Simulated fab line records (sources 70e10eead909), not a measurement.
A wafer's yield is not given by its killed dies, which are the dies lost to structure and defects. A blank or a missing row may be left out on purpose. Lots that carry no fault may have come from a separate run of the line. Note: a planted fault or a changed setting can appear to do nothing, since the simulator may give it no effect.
8D (eight disciplines) problem report, filled in by code || flow nand_harc || the parts of the form that need people (team, actions taken, sign-off) are left out

## 1. WHAT WENT WRONG
Mean of killed_at_periphery at NHARC_END_SORT_01: 654.8 across 6 wafers in 2 lots; on wafers with no fault it is 2.9 (standard deviation 2). That is +99 or more standard deviations from the usual mean.
First observed at day 20 02:53: wafer L671.1, on prober-02. The record holds 6 wafers of 2 lots with a number at this step. The rule behind "out" and "out of limits": a value lying over 4 standard deviations away from the usual mean. The other wafers with a number count as sound.

## 2. WHAT IT IS AND WHAT IT IS NOT
{"question": "which readings at this step", "is": "killed_at_periphery, killed_dies", "is not": "killed_at_array, killed_at_other"}
{"question": "which lots", "is": "L670, L671", "is not": "-"}
{"question": "which wafers of those lots", "is": "all that have a number", "is not": "-"}
{"question": "read on which gauges", "is": "prober-01, prober-02", "is not": "-"}
{"question": "when", "is": "from day 20 02:53", "is not": "up to then (0 sound wafers)"}

## 3. WHAT RULES OUT EACH SUSPECT
Counting: any tool at a process step up to the reading is kept as a suspect provided that every lot that is out went through it and no sound lot did after the first of them.
- the gauge at NHARC_END_SORT_01 has been ruled out. 2 gauges (prober-01, prober-02) read the wafers that are out.
- hdpcvd-01 at NHARC_P_STI_HDPCVD_20 (deposits SiO2): kept. It ran every lot that is out, first L671 (day 4 01:02), and no sound lot after that.
After counting, what remains is hdpcvd-01 at NHARC_P_STI_HDPCVD_20.

## 4. THE CAUSE (what the simulator had put in)
At NHARC_P_STI_HDPCVD_20, the step was skipped entirely on hdpcvd-01 from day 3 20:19 on. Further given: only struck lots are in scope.
The count eliminated every tool but this one.

## 5. SEQUENCE OF EFFECTS, ordered by route
Each row: a reading where the mean over the struck wafers with a number is more than 3 standard deviations away from the usual. Readings are gone through only where the record gives a usual standard deviation; hours: the median, over the lots, of the time from a lot's start at the first step in this table giving one to that lot's start at this step; sigmas: the change measured in usual standard deviations.
{"hours": 0, "step": "NHARC_END_SORT_01", "reading": "killed_at_periphery", "usual": 2.9, "on struck wafers": 654.8, "change": "+651.9", "sigmas": "+99 or more"}
{"hours": 0, "step": "NHARC_END_SORT_01", "reading": "killed_dies", "usual": 32, "on struck wafers": 677, "change": "+645", "sigmas": "+59"}

## 6. HOW IT WOULD HAVE BEEN CAUGHT EARLIER
Counted from the fault's start at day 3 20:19, it took 391 hours until the first out-of-limits reading at a measuring or inspecting step in this record, taken at day 20 02:53.
By day 20 02:53, every lot that is out (2) had started NHARC_P_STI_HDPCVD_20 on hdpcvd-01. None of them would have been spared by holding the tool at that moment.
